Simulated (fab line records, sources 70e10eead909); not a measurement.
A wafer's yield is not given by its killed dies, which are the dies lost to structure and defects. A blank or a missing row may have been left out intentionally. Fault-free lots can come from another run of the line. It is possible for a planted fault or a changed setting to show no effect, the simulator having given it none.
fab line records | flow nand-harc
[record] lots = 24 wafers = 72 last-day = 33
route steps=1302 shown A_CHANNEL_HOLE_D2@570 A_CHANNEL_FILL_D2@616
lots with no fault: from the same line, run without faults
start-h: the number of hours between the record's first day and the start of the first shown wafer of the lot | wait-h: time in hours since the lot's previous step | " as in the row above | L1.1+2: several wafers, shown together as one row | - either no value or no given start | * or withheld: withheld | < > ~ a bound
route shown NAME@n: NAME is a module with steps in the file, n the number in the route of the first one | usual: mean and standard deviation over wafers with no fault | same: alike in all rows | chamber/n: place in a boat | sites: per-site readings | _std_site: their standard deviation | _edge_site: mean of outer sites minus mean of inner sites | radius-mm: for every site, how far away it sits from the centre of the wafer | mask NAME#n: copy n | behind: the last tool/chamber to shape the wafer | hold: cause of the lot's hold/its duration in hours/its outcome | device: the transistor (n, p or np) that didn't switch | end of line: tests of these same wafers at the route's end | a step with no rows: only its recipe | killed: at the first sort, the dies lost to defects and structure; wafer yield is something else | map: shows each die of a wafer: x if killed, . if not, _ if none is there
set.NAME: the setting the step ran with; set.NAME@STEP: the setting that earlier step ran with | model.NAME: the simulator's own value behind a step, which no gauge read
steps of the route over a sample of lots; a table a step, a row a wafer
services: the hour from which a tool's chamber was out of use, counted from the record's first day as start-h (under 0 if before that day), plus the number of hours and why
[[steps]]
[step NHARC_A_CHANNEL_HOLE_D2_DEP_00]
[recipe] target-thk-a = 31000 temp-c = 400 material = aC
[usual] throttle-valve-pct = 35.000/0.0093
// columns lot.wafer tool chamber start-h wait-h throttle-valve-pct
L074.1 acl-dep-02 0 287.58 0.1 35.004
L074.3 " 0 " " 35.008
L074.6 " 0 " " 35.001
L075.1 acl-dep-03 0 288.90 1.4 34.988
L075.4 " 0 " " 35.004
L075.5 " 0 " " 35.002
L076.1 acl-dep-01 0 303.59 2.1 34.977
L076.4 " 0 " " 34.992
L076.5 " 0 " " 35.005
L077.3 acl-dep-02 0 312.37 3.3 35.006
L077.4 " 0 " " 34.997
L077.6 " 0 " " 35.004
L078.2 acl-dep-03 0 318.28 0.4 35.007
L078.3 " 0 " " 34.987
L078.5 " 0 " " 34.989
L079.1 acl-dep-02 0 337.92 0.1 35.000
L079.3 " 0 " " 35.007
L079.6 " 0 " " 35.008
L080.1 acl-dep-01 0 352.89 0.1 35.011
L080.4 " 0 " " 35.014
L080.6 " 0 " " 35.001
L081.2 acl-dep-03 0 362.58 0.4 35.000
L081.4 " 0 " " 35.003
L081.6 " 0 " " 34.990
L082.3 acl-dep-03 0 381.40 8.0 34.991
L082.4 " 0 " " 35.011
L082.6 " 0 " " 35.006
L083.1 acl-dep-02 0 395.33 4.7 34.998
L083.3 " 0 " " 35.016
L083.5 " 0 " " 34.985
L084.2 acl-dep-01 0 395.61 5.0 35.017
L084.4 " 0 " " 35.004
L084.5 " 0 " " 34.991
L085.1 acl-dep-01 0 402.58 0.7 34.989
L085.2 " 0 " " 35.012
L085.3 " 0 " " 34.999
L086.2 acl-dep-03 0 403.94 2.0 35.000
L086.3 " 0 " " 35.008
L086.6 " 0 " " 34.996
L089.1 acl-dep-03 0 434.99 2.3 35.000
L089.4 " 0 " " 34.998
L089.6 " 0 " " 34.992
L087.3 acl-dep-01 0 435.81 3.1 35.001
L087.4 " 0 " " 35.023
L087.6 " 0 " " 34.995
L088.1 acl-dep-03 0 442.48 0.1 35.006
L088.4 " 0 " " 35.000
L088.5 " 0 " " 34.999
L091.2 acl-dep-02 0 454.35 0.4 35.001
L091.3 " 0 " " 34.991
L091.6 " 0 " " 34.988
L090.1 acl-dep-03 0 460.53 0.1 35.019
L090.5 " 0 461.80 1.3 35.002
L090.6 " 0 " " 35.006
L093.3 acl-dep-02 0 469.12 2.6 34.982
L093.4 " 0 " " 34.988
L093.6 " 0 " " 35.000
L092.4 acl-dep-01 0 469.93 3.4 34.991
L092.5 " 0 " " 35.014
L092.6 " 0 " " 34.979
L094.1 acl-dep-02 0 494.05 2.9 35.004
L094.2 " 0 " " 34.994
L094.4 " 0 " " 34.993
L095.2 acl-dep-03 0 500.70 0.4 35.006
L095.3 " 0 " " 35.015
L095.6 " 0 " " 35.007
L097.2 acl-dep-02 0 507.38 0.4 35.005
L097.4 " 0 " " 35.003
L097.5 " 0 " " 35.015
L096.2 acl-dep-03 0 507.40 0.4 34.997
L096.4 " 0 " " 35.004
L096.5 " 0 " " 35.017
[step NHARC_A_CHANNEL_HOLE_D2_OVL_MEAS_11]
[usual] overlay-x-nm = 0.2/0.72 overlay-y-nm = 0.2/1
// columns lot.wafer tool chamber start-h wait-h overlay-x-nm overlay-y-nm
L074.1 overlay-01 - 290.34 - 0.1 1.1
L074.3 " - " " -0.1 1.1
L074.6 " - " " -0.1 1.6
L075.1 overlay-01 - 291.63 - -0.1 -1.9
L075.4 " - " " 0.0 -1.5
L075.5 " - " " -0.5 -1.9
L076.1 overlay-02 - 306.36 - -2.6 -0.5
L076.4 " - " " -1.7 0.3
L076.5 " - " " -1.7 0.1
L077.3 overlay-02 - 314.46 - 0.8 -1.6
L077.4 " - " " 0.4 -0.7
L077.6 " - " " 1.2 -0.8
L078.2 overlay-02 - 320.57 - 0.3 1.3
L078.3 " - " " 0.3 1.0
L078.5 " - " " -0.2 0.7
L079.1 overlay-01 - 340.55 - 0.3 0.9
L079.3 " - " " 0.1 0.3
L079.6 " - " " -0.1 0.6
L080.1 overlay-01 - 355.66 - 0.1 2.3
L080.4 " - " " -0.2 1.8
L080.6 " - " " 0.1 2.6
L081.2 overlay-01 - 364.98 - 0.3 1.1
L081.4 " - " " 0.1 1.1
L081.6 " - " " 0.1 1.2
L082.3 overlay-01 - 383.51 - -0.5 0.3
L082.4 " - " " 0.3 0.8
L082.6 " - " " 0.2 0.8
L084.2 overlay-01 - 398.03 - 0.2 -1.4
L084.4 " - " " 0.0 -1.5
L084.5 " - " " 0.0 -1.6
L083.1 overlay-02 - 398.18 - 0.7 -0.2
L083.3 " - " " 0.2 -0.3
L083.5 " - " " 0.9 -0.2
L085.1 overlay-01 - 405.31 - 0.5 0.2
L085.2 " - " " 0.5 -0.2
L085.3 " - " " 0.6 0.6
L086.2 overlay-01 - 406.33 - -0.7 1.5
L086.3 " - " " 0.0 1.0
L086.6 " - " " 0.4 1.1
L089.1 overlay-02 - 437.75 - 0.8 0.1
L089.4 " - " " 0.9 0.1
L089.6 " - " " 1.1 0.4
L087.3 overlay-01 - 437.93 - 0.3 1.6
L087.4 " - " " 0.0 1.3
L087.6 " - " " -0.3 1.4
L088.1 overlay-02 - 445.23 - 0.1 -0.9
L088.4 " - " " 0.1 -0.7
L088.5 " - " " 0.0 -0.7
L091.2 overlay-01 - 456.65 - 1.5 0.1
L091.3 " - " " 1.3 0.4
L091.6 " - " " 1.4 0.0
L090.1 overlay-02 - 463.14 - 0.1 -0.7
L090.5 " - " " -0.3 -1.0
L090.6 " - " " 0.5 -1.4
L093.3 overlay-01 - 471.09 - 0.6 0.2
L093.4 " - " " 1.0 0.0
L093.6 " - " " 0.8 0.3
L092.4 overlay-01 - 471.72 - 1.0 -1.0
L092.5 " - " " 0.4 -0.3
L092.6 " - " " 0.5 -0.5
L094.1 overlay-01 - 496.82 - 0.5 -0.4
L094.2 " - " " 0.6 0.4
L094.4 " - " " 0.1 -0.1
L095.2 overlay-01 - 503.12 - 1.2 0.1
L095.3 " - " " 1.2 -0.1
L095.6 " - " " 1.2 0.3
L097.2 overlay-01 - 509.66 - 0.7 -0.4
L097.4 " - " " 0.6 -0.8
L097.5 " - " " 0.9 -1.2
L096.2 overlay-02 - 509.82 - -0.6 1.9
L096.4 " - " " -0.8 1.5
L096.5 " - " " -0.6 1.9
[step NHARC_A_CHANNEL_HOLE_D2_DESCUM_15]
[recipe] time-s = 3 o2-flow-sccm = 200 ar-flow-sccm = 0 bias-power-w = 0 chemistry = O2
[usual] drypump-motor-current-A = 5.8/0.37 o2-flow-sccm = 200.0/0.6 oes-product-au = 1.003/0.0087 rf-vpp-V = 58.0/0.86 showerhead-plenum-p-Torr = 1.97/0.065 throttle-valve-pct = 11.311/0.0095
// columns lot.wafer tool chamber start-h wait-h drypump-motor-current-A o2-flow-sccm oes-product-au rf-hours-counter-h rf-vpp-V showerhead-plenum-p-Torr throttle-valve-pct
L074.1 rie-diel-10 1 290.45 0.1 5.9 199.9 1.001 2 58.9 2.02 11.301
L074.3 " 3 " " 5.1 199.7 1.001 2 56.3 1.95 11.316
L074.6 " 1 " " 5.9 200.3 1.009 - 57.8 2.02 11.315
L075.4 rie-diel-10 0 291.74 0.1 5.6 200.9 1.012 2 59.1 2.04 11.323
L075.1 " 1 " " 5.9 199.4 1.005 3 57.4 2.02 11.317
L075.5 " 2 " " 6.2 199.4 1.006 - 56.4 1.90 11.314
L076.4 rie-diel-07 1 306.47 0.1 6.2 199.6 1.012 0 58.4 2.02 11.315
L076.1 " 3 " " 5.2 198.2 1.000 0 57.4 2.05 11.311
L076.5 " 0 " " 5.8 199.0 1.002 - 57.7 2.00 11.338
L077.4 rie-diel-05 3 314.58 0.1 6.1 200.0 0.991 2 57.0 1.82 11.316
L077.3 " 2 " " 6.1 200.5 0.994 3 57.9 2.02 11.308
L077.6 " 0 " " 5.4 198.9 1.004 - 57.8 1.86 11.318
L078.3 rie-diel-07 3 320.67 0.1 5.2 199.6 1.002 1 58.4 2.05 11.304
L078.2 " 0 " " 5.8 200.7 1.001 0 58.0 2.00 11.306
L078.5 " 0 " " 5.8 199.9 1.009 - 57.6 2.00 11.314
L079.1 rie-diel-07 2 340.66 0.1 5.9 200.1 0.990 1 57.8 1.97 11.319
L079.3 " 3 " " 5.2 199.2 1.001 2 56.8 2.05 11.328
L079.6 " 0 " " 5.8 200.3 1.007 - 58.2 2.00 11.306
L080.1 rie-diel-10 3 355.77 0.1 5.1 199.5 1.007 6 58.3 1.95 11.302
L080.4 " 3 " " 5.2 198.9 1.004 - 57.8 1.95 11.318
L080.6 " 1 " " 5.9 200.7 1.002 - 56.6 2.02 11.317
L081.2 rie-diel-07 3 365.08 0.1 5.2 200.1 0.998 3 58.2 2.05 11.296
L081.4 " 2 " " 5.9 199.8 0.996 3 58.8 1.97 11.320
L081.6 " 0 " " 5.8 199.9 1.025 - 57.7 1.99 11.321
L082.3 rie-diel-10 2 383.61 0.1 6.2 200.5 1.006 8 59.2 1.90 11.301
L082.4 " 3 " " 5.2 201.2 0.997 7 59.4 1.95 11.328
L082.6 " 2 " " 6.2 199.5 1.004 - 58.5 1.90 11.310
L084.2 rie-diel-05 0 398.13 0.1 5.5 200.3 1.012 5 58.5 1.86 11.319
L084.4 " 1 " " 6.3 199.8 1.013 7 57.1 1.90 11.323
L084.5 " 1 " " 6.3 200.5 1.010 - 59.8 1.90 11.319
L083.1 rie-diel-07 2 398.29 0.1 5.9 199.2 1.004 4 57.9 1.97 11.312
L083.3 " 3 " " 5.2 199.5 1.008 5 57.6 2.05 11.313
L083.5 " 2 " " 5.8 199.9 1.001 - 57.9 1.97 11.319
L085.2 rie-diel-10 0 405.41 0.1 5.5 200.1 0.999 7 59.3 2.04 11.310
L085.3 " 1 " " 5.9 199.4 1.006 9 58.8 2.02 11.313
L085.1 " 3 " " 5.2 199.2 1.004 8 57.5 1.95 11.295
L086.3 rie-diel-05 1 406.44 0.1 6.2 200.0 1.012 8 58.3 1.90 11.321
L086.2 " 2 " " 6.1 199.7 1.000 8 60.0 2.02 11.307
L086.6 " 0 " " 5.5 200.4 1.000 - 57.6 1.86 11.303
L089.4 rie-diel-10 0 437.85 0.1 5.6 199.8 0.997 0 58.7 2.04 11.313
L089.1 " 1 " " 5.9 199.9 0.991 0 58.9 2.02 11.311
L089.6 " 1 " " 5.9 199.4 1.013 - 58.0 2.02 11.324
L087.3 rie-diel-07 3 438.04 0.1 5.2 200.2 0.990 9 59.1 2.05 11.319
L087.4 " 1 " " 6.2 199.6 0.999 7 57.7 2.02 11.310
L087.6 " 3 " " 5.2 201.0 1.006 - 59.3 2.05 11.297
L088.1 rie-diel-10 0 445.35 0.1 5.6 200.2 0.991 1 57.6 2.04 11.304
L088.4 " 1 " " 5.9 199.6 0.999 1 59.1 2.02 11.311
L088.5 " 2 " " 6.1 200.1 0.995 - 55.9 1.89 11.306
L091.3 rie-diel-07 2 456.75 0.1 5.8 199.9 1.001 9 58.6 1.97 11.302
L091.2 " 1 " " 6.2 199.8 1.005 9 58.3 2.02 11.303
L091.6 " 3 " " 5.2 200.7 0.994 - 59.3 2.04 11.295
L090.1 rie-diel-05 3 463.26 0.1 6.1 199.5 1.011 1 57.3 1.82 11.309
L090.5 " 1 " " 6.3 200.7 1.025 - 59.0 1.90 11.330
L090.6 " 2 " " 6.1 200.4 1.008 - 58.3 2.02 11.309
L093.4 rie-diel-07 1 471.19 0.1 6.2 201.0 0.991 10 59.1 2.02 11.306
L093.3 " 3 " " 5.2 199.5 0.998 11 57.8 2.04 11.310
L093.6 " 2 " " 5.8 200.0 0.989 - 58.1 1.97 11.314
L092.4 rie-diel-10 3 471.83 0.1 5.2 199.7 1.001 2 58.1 1.94 11.306
L092.6 " 1 " " 5.9 199.3 1.003 - 58.4 2.02 11.322
L092.5 " 2 " " 6.2 200.2 1.000 - 57.3 1.89 11.308
L094.1 rie-diel-10 2 496.92 0.1 6.2 200.5 1.006 3 56.7 1.89 11.315
L094.2 " 0 " " 5.6 200.0 0.993 4 58.5 2.04 11.313
L094.4 " 1 " " 5.9 200.8 1.000 3 57.8 2.02 11.311
L095.2 rie-diel-05 0 503.22 0.1 5.5 201.3 1.004 3 59.5 1.86 11.311
L095.3 " 2 " " 6.1 199.0 0.995 3 59.4 2.02 11.306
L095.6 " 0 " " 5.5 200.2 1.013 - 57.5 1.86 11.308
L097.2 rie-diel-10 2 509.78 0.1 6.2 200.5 1.004 5 57.3 1.89 11.314
L097.4 " 3 " " 5.1 199.3 0.993 5 58.7 1.94 11.314
L097.5 " 0 " " 5.5 199.4 0.989 - 57.5 2.04 11.315
L096.2 rie-diel-07 2 509.93 0.1 5.8 198.9 1.010 1 56.9 1.97 11.297
L096.4 " 3 " " 5.2 200.9 1.004 1 59.1 2.04 11.322
L096.5 " 0 " " 5.8 198.8 1.005 - 56.6 1.99 11.301
[step NHARC_A_CHANNEL_HOLE_D2_ETCH_27]
[recipe] bias-v = 400 source-w = 2000 pressure-mtorr = 25 time-s = 90 ar-flow-sccm = 375 c4f8-flow-sccm = 41.7 o2-flow-sccm = 83.3 temp-c = -20 target-depth-a = 4000 chemistry = C4F8/O2/Ar
[usual] drypump-motor-current-A = 5.6/0.56 o2-flow-sccm = 83.30/0.28 showerhead-plenum-p-Torr = 3.69/0.14 throttle-valve-pct = 27.619/0.0085
// columns lot.wafer tool chamber start-h wait-h drypump-motor-current-A o2-flow-sccm rf-hours-counter-h showerhead-plenum-p-Torr throttle-valve-pct
L074.1 har-etch-01 1 295.59 0.2 5.7 83.14 142 3.60 27.612
L074.3 " 1 " " 5.7 83.48 - 3.60 27.608
L074.6 " 1 " " 5.7 83.41 - 3.60 27.612
L075.1 har-etch-02 1 296.92 0.2 6.0 83.07 374 3.70 27.636
L075.4 " 0 " " 6.1 83.77 - 3.43 27.633
L075.5 " 0 " " 6.1 83.10 - 3.43 27.615
L076.1 har-etch-01 1 311.66 0.2 5.7 82.96 149 3.59 27.608
L076.4 " 0 " " 4.7 82.94 - 3.74 27.619
L076.5 " 0 " " 4.7 83.02 - 3.74 27.630
L077.4 har-etch-02 1 319.78 0.2 6.0 83.08 - 3.69 27.628
L077.3 " 0 " " 6.1 83.75 - 3.43 27.607
L077.6 " 1 " " 6.0 82.76 - 3.69 27.618
L078.2 har-etch-01 0 325.81 0.2 4.7 83.40 153 3.74 27.615
L078.3 " 1 " " 5.7 83.16 - 3.59 27.616
L078.5 " 1 " " 5.7 83.34 - 3.59 27.627
L079.1 har-etch-02 1 349.80 0.3 6.0 82.87 405 3.68 27.608
L079.3 " 1 " " 6.0 83.03 - 3.68 27.616
L079.6 " 1 " " 6.0 83.19 - 3.68 27.622
L080.1 har-etch-02 1 362.49 0.2 6.0 83.68 417 3.67 27.634
L080.4 " 1 " " 6.0 83.39 - 3.67 27.628
L080.6 " 0 " " 6.1 83.44 - 3.98 27.612
L081.2 har-etch-01 1 370.25 0.2 5.7 83.14 187 3.57 27.614
L081.4 " 1 " " 5.7 83.23 - 3.57 27.624
L081.6 " 1 " " 5.7 83.68 - 3.57 27.626
L082.3 har-etch-01 1 391.21 0.2 5.7 83.50 - 3.57 27.624
L082.4 " 0 " " 4.7 83.32 - 3.72 27.601
L082.6 " 0 " " 4.7 83.46 - 3.72 27.625
L084.2 har-etch-02 1 403.30 0.2 6.0 83.33 4 3.67 27.620
L084.4 " 0 " " 6.1 83.67 - 3.97 27.612
L084.5 " 0 " " 6.1 83.85 - 3.97 27.621
L083.1 har-etch-01 1 403.47 0.2 5.7 83.07 207 3.56 27.616
L083.3 " 1 " " 5.7 83.12 - 3.56 27.639
L083.5 " 1 " " 5.7 83.51 - 3.56 27.627
L085.1 har-etch-02 0 411.63 0.2 6.1 83.34 12 3.97 27.617
L085.2 " 1 " " 6.0 83.27 12 3.66 27.615
L085.3 " 1 " " 6.0 83.44 - 3.66 27.622
L086.2 har-etch-01 1 411.84 0.2 5.7 83.12 214 3.56 27.629
L086.3 " 1 " " 5.7 83.29 - 3.56 27.621
L086.6 " 1 " " 5.7 83.22 - 3.56 27.627
L089.1 har-etch-01 1 443.00 0.2 5.7 83.36 230 3.55 27.616
L089.4 " 1 " " 5.7 83.18 - 3.55 27.615
L089.6 " 0 " " 4.7 83.18 - 3.70 27.616
L087.3 har-etch-02 1 444.89 0.2 6.0 83.67 - 3.65 27.619
L087.4 " 0 " " 6.1 82.83 - 3.96 27.622
L087.6 " 0 " " 6.1 82.91 - 3.96 27.630
L088.1 har-etch-02 0 450.49 0.2 6.1 83.31 34 3.95 27.619
L088.4 " 0 " " 6.1 83.44 - 3.95 27.629
L088.5 " 0 " " 6.1 83.59 - 3.95 27.615
L091.2 har-etch-01 1 461.95 0.2 5.7 82.89 241 3.54 27.620
L091.3 " 0 " " 4.7 83.78 - 3.69 27.605
L091.6 " 1 " " 5.7 82.91 - 3.54 27.627
L090.1 har-etch-01 0 468.44 0.2 4.7 83.44 245 3.69 27.626
L090.5 " 1 " " 5.7 83.52 - 3.54 27.619
L090.6 " 0 " " 4.7 83.44 - 3.69 27.631
L093.3 har-etch-01 0 476.51 0.2 4.7 83.35 - 3.69 27.624
L093.4 " 1 " " 5.7 83.77 - 3.54 27.612
L093.6 " 1 " " 5.7 83.49 - 3.54 27.632
L092.4 har-etch-02 1 480.60 0.2 6.0 82.91 - 3.64 27.620
L092.6 " 1 " " 6.0 83.06 - 3.64 27.614
L092.5 " 0 " " 6.1 82.89 - 3.94 27.610
L094.2 har-etch-01 1 502.06 0.2 5.7 83.26 268 3.53 27.619
L094.1 " 0 " " 4.7 83.31 268 3.68 27.610
L094.4 " 0 " " 4.7 83.53 - 3.68 27.619
L095.2 har-etch-02 0 508.38 0.2 6.1 82.79 65 3.94 27.606
L095.3 " 1 " " 6.0 83.12 - 3.63 27.629
L095.6 " 0 " " 6.1 82.88 - 3.94 27.594
L097.2 har-etch-02 1 516.71 0.2 6.0 83.73 73 3.63 27.630
L097.4 " 1 " " 6.0 83.77 - 3.63 27.614
L097.5 " 1 " " 6.0 83.63 - 3.63 27.612
L096.2 har-etch-01 0 520.34 0.2 4.7 83.53 279 3.67 27.612
L096.4 " 1 " " 5.7 83.50 - 3.52 27.635
L096.5 " 1 " " 5.7 83.34 - 3.52 27.635
[step NHARC_A_CHANNEL_HOLE_D2_INSPECT_40]
[usual] raw-defect-count = 288/85
// columns lot.wafer tool chamber start-h wait-h raw-defect-count
L074.1 defect-inspect-02 - 297.32 - 229
L074.3 " - " " 194
L074.6 " - " " 238
L075.1 defect-inspect-02 - 298.61 - 303
L075.4 " - " " 268
L075.5 " - " " 203
L076.1 defect-inspect-01 - 313.39 - 375
L076.4 " - " " 382
L076.5 " - " " 313
L077.3 defect-inspect-02 - 321.46 - 276
L077.4 " - " " 280
L077.6 " - " " 535
L078.2 defect-inspect-01 - 327.54 - 384
L078.3 " - " " 306
L078.5 " - " " 389
L079.1 defect-inspect-02 - 351.75 - 267
L079.3 " - " " 339
L079.6 " - " " 399
L080.1 defect-inspect-02 - 364.18 - 240
L080.4 " - " " 237
L080.6 " - " " 252
L081.2 defect-inspect-02 - 371.97 - 432
L081.4 " - " " 249
L081.6 " - " " 236
L082.3 defect-inspect-01 - 392.88 - 269
L082.4 " - " " 263
L082.6 " - " " 381
L084.2 defect-inspect-01 - 405.04 - 499
L084.4 " - " " 304
L084.5 " - " " 401
L083.1 defect-inspect-02 - 405.16 - 323
L083.3 " - " " 337
L083.5 " - " " 202
L085.1 defect-inspect-02 - 413.37 - 210
L085.2 " - " " 180
L085.3 " - " " 194
L086.2 defect-inspect-01 - 413.53 - 388
L086.3 " - " " 284
L086.6 " - " " 285
L089.1 defect-inspect-01 - 444.73 - 191
L089.4 " - " " 397
L089.6 " - " " 275
L087.3 defect-inspect-01 - 446.57 - 265
L087.4 " - " " 177
L087.6 " - " " 351
L088.1 defect-inspect-01 - 452.22 - 413
L088.4 " - " " 267
L088.5 " - " " 422
L091.2 defect-inspect-01 - 463.64 - 364
L091.3 " - " " 169
L091.6 " - " " 226
L090.1 defect-inspect-02 - 470.16 - 302
L090.5 " - " " 233
L090.6 " - " " 294
L093.3 defect-inspect-02 - 478.65 - 254
L093.4 " - " " 216
L093.6 " - " " 320
L092.4 defect-inspect-02 - 482.42 - 109
L092.5 " - " " 184
L092.6 " - " " 188
L094.1 defect-inspect-02 - 503.79 - 257
L094.2 " - " " 289
L094.4 " - " " 302
L095.2 defect-inspect-02 - 510.11 - 249
L095.3 " - " " 413
L095.6 " - " " 630
L097.2 defect-inspect-01 - 518.41 - 272
L097.4 " - " " 156
L097.5 " - " " 222
L096.2 defect-inspect-02 - 522.07 - 270
L096.4 " - " " 238
L096.5 " - " " 332
[step NHARC_A_CHANNEL_FILL_D2_ALD_16]
[recipe] target-thk-a = 15 pulse-time-s = 10 ald-cycles = 15 temp-c = 300 material = SiO2
[usual] heater-power-w = 470/43 precursor-pulse-height-rel = 0.998/0.02
// columns lot.wafer tool chamber start-h wait-h heater-power-w precursor-pulse-height-rel
L074.3 ald-hk-04 2 314.32 3.5 474 1.002
L074.1 " 1 " " 432 0.990
L074.6 " 3 " " 535 1.038
L075.4 ald-hk-04 0 314.51 3.7 459 0.997
L075.1 " 2 " " 470 1.022
L075.5 " 0 " " 461 0.991
L076.4 ald-hk-02 1 330.97 0.1 436 1.003
L076.1 " 3 " " 454 1.051
L076.5 " 0 " " 449 0.969
L077.4 ald-hk-04 1 334.64 0.0 436 0.985
L077.3 " 0 " " 463 1.017
L077.6 " 2 " " 479 0.995
L078.3 ald-hk-04 0 341.29 1.4 471 0.993
L078.2 " 3 " " 535 0.954
L078.5 " 0 " " 463 1.005
L079.1 ald-hk-04 3 367.61 0.1 529 0.998
L079.3 " 0 " " 475 1.002
L079.6 " 3 " " 546 1.017
L080.4 ald-hk-03 3 376.61 0.0 469 0.980
L080.1 " 0 " " 465 1.014
L080.6 " 3 " " 452 0.997
L081.2 ald-hk-02 0 384.35 0.0 448 0.957
L081.4 " 3 " " 461 0.974
L081.6 " 1 " " 447 1.009
L082.4 ald-hk-04 2 405.73 0.4 483 1.019
L082.3 " 0 " " 470 1.006
L082.6 " 3 " " 547 1.000
L084.2 ald-hk-02 2 417.46 0.0 406 1.000
L084.4 " 3 " " 447 0.961
L084.5 " 2 " " 408 0.980
L083.1 ald-hk-02 2 417.62 0.2 397 1.024
L083.3 " 3 " " 453 1.017
L083.5 " 3 " " 448 0.970
L086.2 ald-hk-03 1 425.74 0.0 485 0.977
L086.3 " 3 " " 463 0.971
L086.6 " 2 " " 467 0.983
L085.3 ald-hk-02 3 425.77 0.1 450 0.990
L085.1 " 0 " " 461 1.007
L085.2 " 1 " " 438 0.998
L087.4 ald-hk-02 3 458.38 0.1 458 1.016
L087.3 " 0 " " 461 0.983
L087.6 " 2 " " 398 0.985
L089.1 ald-hk-04 0 458.42 0.1 468 0.974
L089.4 " 1 " " 456 0.997
L089.6 " 2 " " 462 0.982
L088.1 ald-hk-03 1 465.60 0.0 477 1.019
L088.4 " 0 " " 459 1.024
L088.5 " 2 " " 455 1.002
L091.3 ald-hk-02 1 476.04 0.0 449 0.990
L091.2 " 3 " " 458 1.026
L091.6 " 1 " " 447 0.993
L090.1 ald-hk-04 3 484.84 2.4 587 1.000
L090.5 " 2 " " 476 1.018
L090.6 " 3 " " 594 0.996
L093.4 ald-hk-04 2 491.04 0.0 480 0.988
L093.3 " 0 " " 470 0.992
L093.6 " 3 " " 586 1.004
L092.4 ald-hk-04 2 497.17 0.1 469 0.977
L092.5 " 0 " " 474 1.005
L092.6 " 1 " " 449 0.978
L094.4 ald-hk-03 2 517.84 0.0 471 0.945
L094.2 " 3 " " 463 1.037
L094.1 " 1 " " 480 1.011
L095.2 ald-hk-03 0 522.52 0.0 468 0.978
L095.3 " 2 " " 471 0.988
L095.6 " 0 " " 444 0.995
L097.2 ald-hk-04 0 532.89 1.6 474 0.960
L097.4 " 2 " " 470 0.956
L097.5 " 0 " " 487 1.013
L096.4 ald-hk-03 1 535.19 0.7 471 0.985
L096.2 " 3 " " 475 0.981
L096.5 " 2 " " 469 0.988
[[services]]
// columns tool chamber start-h hours kind
ald-hk-04 0 270.91 - clean
ald-hk-02 - 280.93 2.6 repair
rie-diel-07 - 294.20 9.0 pm
rie-diel-05 0 294.30 8.2 repair
acl-dep-03 - 299.15 13.0 pm
rie-diel-10 3 336.83 2.0 repair
ald-hk-02 - 349.39 10.0 pm
rie-diel-10 0 351.60 6.4 repair
rie-diel-05 0 366.70 7.2 repair
acl-dep-01 - 368.65 13.0 pm
har-etch-02 - 378.55 17.0 pm
rie-diel-05 2 382.86 3.5 repair
ald-hk-03 - 392.60 10.0 pm
rie-diel-10 2 392.79 14.8 repair
rie-diel-05 - 406.60 9.0 pm
rie-diel-10 - 419.50 9.0 pm
acl-dep-02 - 427.90 13.0 pm
ald-hk-04 - 441.17 10.0 pm
rie-diel-10 2 451.44 5.6 repair
rie-diel-10 1 479.96 6.6 repair
acl-dep-03 - 482.95 13.0 pm
rie-diel-05 3 488.78 5.0 repair
har-etch-01 - 523.20 0.6 repair
ald-hk-02 - 527.39 10.0 pm
[[key]]
fault none
